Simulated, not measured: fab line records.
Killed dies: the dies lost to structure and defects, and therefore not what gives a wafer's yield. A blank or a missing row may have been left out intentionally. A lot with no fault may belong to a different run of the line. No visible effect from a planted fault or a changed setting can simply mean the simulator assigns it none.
Split-lot study || flow n5Finfet || 7 lots, 39 wafers read, on a route of 1938 steps

== THE SPLIT ==
At N5_WELL_APT_EPI_41 (deposits Si from SiH4/H2, target thk 50 nm, time 297.7 s), the setting targetThkA was moved away from the recipe's 500 angstrom on 12 of the 39 wafers read, by -8.0% to +7.3%. The other wafers ran this setting at the recipe's value.

The reading is taken at the split's own step.

== THE READING ==
Si_of_WELL_APT_EPI_41.thkNm (the simulator's own value, which no gauge read), in nm, at N5_WELL_APT_EPI_41 (deposits Si from SiH4/H2, target thk 50 nm, time 297.7 s). There is no usual value for it anywhere in the file. The 27 wafers here that ran the recipe average 50.04 nm, standard deviation 0.45 nm.

{"wafer": "L074.1", "tool, chamber at the split": "epiRpcvd-02, 0", "targetThkA as run, angstrom": 483.7, "against the recipe": "-3.3%", "Si_of_WELL_APT_EPI_41.thkNm, nm": 48.49, "against lot-mates on the recipe": -1.50}
{"wafer": "L074.2", "tool, chamber at the split": "epiRpcvd-02, 0", "targetThkA as run, angstrom": 483.7, "against the recipe": "-3.3%", "Si_of_WELL_APT_EPI_41.thkNm, nm": 47.68, "against lot-mates on the recipe": -2.31}
{"wafer": "L074.3", "tool, chamber at the split": "epiRpcvd-02, 0", "targetThkA as run, angstrom": 500, "against the recipe": "recipe", "Si_of_WELL_APT_EPI_41.thkNm, nm": 49.7, "against lot-mates on the recipe": "-"}
{"wafer": "L074.4", "tool, chamber at the split": "epiRpcvd-02, 0", "targetThkA as run, angstrom": 500, "against the recipe": "recipe", "Si_of_WELL_APT_EPI_41.thkNm, nm": 50.01, "against lot-mates on the recipe": "-"}
{"wafer": "L074.5", "tool, chamber at the split": "epiRpcvd-02, 0", "targetThkA as run, angstrom": 500, "against the recipe": "recipe", "Si_of_WELL_APT_EPI_41.thkNm, nm": 50.27, "against lot-mates on the recipe": "-"}
{"wafer": "L074.6", "tool, chamber at the split": "epiRpcvd-02, 0", "targetThkA as run, angstrom": 483.7, "against the recipe": "-3.3%", "Si_of_WELL_APT_EPI_41.thkNm, nm": 48.07, "against lot-mates on the recipe": -1.92}
{"wafer": "L076.1", "tool, chamber at the split": "epiRpcvd-03, 0", "targetThkA as run, angstrom": 536.3, "against the recipe": "+7.3%", "Si_of_WELL_APT_EPI_41.thkNm, nm": 53.81, "against lot-mates on the recipe": "+3.21"}
{"wafer": "L076.2", "tool, chamber at the split": "epiRpcvd-03, 0", "targetThkA as run, angstrom": 536.3, "against the recipe": "+7.3%", "Si_of_WELL_APT_EPI_41.thkNm, nm": 53.06, "against lot-mates on the recipe": "+2.46"}
{"wafer": "L076.3", "tool, chamber at the split": "epiRpcvd-03, 0", "targetThkA as run, angstrom": 536.3, "against the recipe": "+7.3%", "Si_of_WELL_APT_EPI_41.thkNm, nm": 53.91, "against lot-mates on the recipe": "+3.31"}
{"wafer": "L076.4", "tool, chamber at the split": "epiRpcvd-03, 0", "targetThkA as run, angstrom": 500, "against the recipe": "recipe", "Si_of_WELL_APT_EPI_41.thkNm, nm": 50.55, "against lot-mates on the recipe": "-"}
{"wafer": "L076.5", "tool, chamber at the split": "epiRpcvd-03, 0", "targetThkA as run, angstrom": 500, "against the recipe": "recipe", "Si_of_WELL_APT_EPI_41.thkNm, nm": 50.4, "against lot-mates on the recipe": "-"}
{"wafer": "L076.6", "tool, chamber at the split": "epiRpcvd-03, 0", "targetThkA as run, angstrom": 500, "against the recipe": "recipe", "Si_of_WELL_APT_EPI_41.thkNm, nm": 50.85, "against lot-mates on the recipe": "-"}
{"wafer": "L077.2", "tool, chamber at the split": "epiRpcvd-02, 0", "targetThkA as run, angstrom": 500, "against the recipe": "recipe", "Si_of_WELL_APT_EPI_41.thkNm, nm": 49.66, "against lot-mates on the recipe": "-"}
{"wafer": "L077.4", "tool, chamber at the split": "epiRpcvd-02, 0", "targetThkA as run, angstrom": 500, "against the recipe": "recipe", "Si_of_WELL_APT_EPI_41.thkNm, nm": 49.97, "against lot-mates on the recipe": "-"}
{"wafer": "L077.6", "tool, chamber at the split": "epiRpcvd-02, 0", "targetThkA as run, angstrom": 500, "against the recipe": "recipe", "Si_of_WELL_APT_EPI_41.thkNm, nm": 49.49, "against lot-mates on the recipe": "-"}
{"wafer": "L085.1", "tool, chamber at the split": "epiRpcvd-02, 0", "targetThkA as run, angstrom": 500, "against the recipe": "recipe", "Si_of_WELL_APT_EPI_41.thkNm, nm": 49.72, "against lot-mates on the recipe": "-"}
{"wafer": "L085.2", "tool, chamber at the split": "epiRpcvd-02, 0", "targetThkA as run, angstrom": 500, "against the recipe": "recipe", "Si_of_WELL_APT_EPI_41.thkNm, nm": 49.92, "against lot-mates on the recipe": "-"}
{"wafer": "L085.3", "tool, chamber at the split": "epiRpcvd-02, 0", "targetThkA as run, angstrom": 500, "against the recipe": "recipe", "Si_of_WELL_APT_EPI_41.thkNm, nm": 50.2, "against lot-mates on the recipe": "-"}
{"wafer": "L085.5", "tool, chamber at the split": "epiRpcvd-02, 0", "targetThkA as run, angstrom": 500, "against the recipe": "recipe", "Si_of_WELL_APT_EPI_41.thkNm, nm": 50.2, "against lot-mates on the recipe": "-"}
{"wafer": "L085.4", "tool, chamber at the split": "epiRpcvd-02, 0", "targetThkA as run, angstrom": 500, "against the recipe": "recipe", "Si_of_WELL_APT_EPI_41.thkNm, nm": 49.78, "against lot-mates on the recipe": "-"}
{"wafer": "L085.6", "tool, chamber at the split": "epiRpcvd-02, 0", "targetThkA as run, angstrom": 500, "against the recipe": "recipe", "Si_of_WELL_APT_EPI_41.thkNm, nm": 49.93, "against lot-mates on the recipe": "-"}
{"wafer": "L089.1", "tool, chamber at the split": "epiRpcvd-01, 0", "targetThkA as run, angstrom": 500, "against the recipe": "recipe", "Si_of_WELL_APT_EPI_41.thkNm, nm": 49.91, "against lot-mates on the recipe": "-"}
{"wafer": "L089.2", "tool, chamber at the split": "epiRpcvd-01, 0", "targetThkA as run, angstrom": 500, "against the recipe": "recipe", "Si_of_WELL_APT_EPI_41.thkNm, nm": 49.9, "against lot-mates on the recipe": "-"}
{"wafer": "L089.3", "tool, chamber at the split": "epiRpcvd-01, 0", "targetThkA as run, angstrom": 500, "against the recipe": "recipe", "Si_of_WELL_APT_EPI_41.thkNm, nm": 49.85, "against lot-mates on the recipe": "-"}
{"wafer": "L089.4", "tool, chamber at the split": "epiRpcvd-01, 0", "targetThkA as run, angstrom": 500, "against the recipe": "recipe", "Si_of_WELL_APT_EPI_41.thkNm, nm": 49.22, "against lot-mates on the recipe": "-"}
{"wafer": "L089.5", "tool, chamber at the split": "epiRpcvd-01, 0", "targetThkA as run, angstrom": 500, "against the recipe": "recipe", "Si_of_WELL_APT_EPI_41.thkNm, nm": 49.52, "against lot-mates on the recipe": "-"}
{"wafer": "L089.6", "tool, chamber at the split": "epiRpcvd-01, 0", "targetThkA as run, angstrom": 500, "against the recipe": "recipe", "Si_of_WELL_APT_EPI_41.thkNm, nm": 49.32, "against lot-mates on the recipe": "-"}
{"wafer": "L092.1", "tool, chamber at the split": "epiRpcvd-03, 0", "targetThkA as run, angstrom": 512.8, "against the recipe": "+2.6%", "Si_of_WELL_APT_EPI_41.thkNm, nm": 51.67, "against lot-mates on the recipe": "+1.00"}
{"wafer": "L092.2", "tool, chamber at the split": "epiRpcvd-03, 0", "targetThkA as run, angstrom": 500, "against the recipe": "recipe", "Si_of_WELL_APT_EPI_41.thkNm, nm": 51.18, "against lot-mates on the recipe": "-"}
{"wafer": "L092.3", "tool, chamber at the split": "epiRpcvd-03, 0", "targetThkA as run, angstrom": 512.8, "against the recipe": "+2.6%", "Si_of_WELL_APT_EPI_41.thkNm, nm": 50.95, "against lot-mates on the recipe": "+0.28"}
{"wafer": "L092.4", "tool, chamber at the split": "epiRpcvd-03, 0", "targetThkA as run, angstrom": 512.8, "against the recipe": "+2.6%", "Si_of_WELL_APT_EPI_41.thkNm, nm": 51.56, "against lot-mates on the recipe": "+0.89"}
{"wafer": "L092.5", "tool, chamber at the split": "epiRpcvd-03, 0", "targetThkA as run, angstrom": 500, "against the recipe": "recipe", "Si_of_WELL_APT_EPI_41.thkNm, nm": 50.23, "against lot-mates on the recipe": "-"}
{"wafer": "L092.6", "tool, chamber at the split": "epiRpcvd-03, 0", "targetThkA as run, angstrom": 500, "against the recipe": "recipe", "Si_of_WELL_APT_EPI_41.thkNm, nm": 50.59, "against lot-mates on the recipe": "-"}
{"wafer": "L096.1", "tool, chamber at the split": "epiRpcvd-01, 0", "targetThkA as run, angstrom": 460.1, "against the recipe": "-8.0%", "Si_of_WELL_APT_EPI_41.thkNm, nm": 46.31, "against lot-mates on the recipe": -3.91}
{"wafer": "L096.2", "tool, chamber at the split": "epiRpcvd-01, 0", "targetThkA as run, angstrom": 500, "against the recipe": "recipe", "Si_of_WELL_APT_EPI_41.thkNm, nm": 50.51, "against lot-mates on the recipe": "-"}
{"wafer": "L096.3", "tool, chamber at the split": "epiRpcvd-01, 0", "targetThkA as run, angstrom": 460.1, "against the recipe": "-8.0%", "Si_of_WELL_APT_EPI_41.thkNm, nm": 46.13, "against lot-mates on the recipe": -4.09}
{"wafer": "L096.4", "tool, chamber at the split": "epiRpcvd-01, 0", "targetThkA as run, angstrom": 460.1, "against the recipe": "-8.0%", "Si_of_WELL_APT_EPI_41.thkNm, nm": 46.55, "against lot-mates on the recipe": -3.67}
{"wafer": "L096.5", "tool, chamber at the split": "epiRpcvd-01, 0", "targetThkA as run, angstrom": 500, "against the recipe": "recipe", "Si_of_WELL_APT_EPI_41.thkNm, nm": 50.32, "against lot-mates on the recipe": "-"}
{"wafer": "L096.6", "tool, chamber at the split": "epiRpcvd-01, 0", "targetThkA as run, angstrom": 500, "against the recipe": "recipe", "Si_of_WELL_APT_EPI_41.thkNm, nm": 49.82, "against lot-mates on the recipe": "-"}

FIT RESULTS
A straight line over all 39 wafers: Si_of_WELL_APT_EPI_41.thkNm changes by +0.488 nm for each +1% of targetThkA; r = +0.96; the points scatter about the line by 0.44 nm.
The same after taking each lot's own level away (the mean of its wafers on the recipe; 39 wafers): +0.454 nm for each +1%; r = +0.98; scatter 0.33 nm.
Per that fit: largest targetThkA move, reading shift of 3.6 nm.
The span of the lots' own levels, 49.620 to 50.667 nm, comes to 2.3 times the standard deviation stated above.
So the lot-to-lot level changes the slope little: the two slopes agree.
Check: with one of the wafers moved furthest among these (-8.0%) left out of the fit, the line predicts -3.7 nm for it against its lot-mates. Against them it came out at -3.91 nm.

== FILE'S OWN FIT ==
Si_of_WELL_APT_EPI_41.thkNm changes by +0.455 nm for each +1% of targetThkA, r = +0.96.
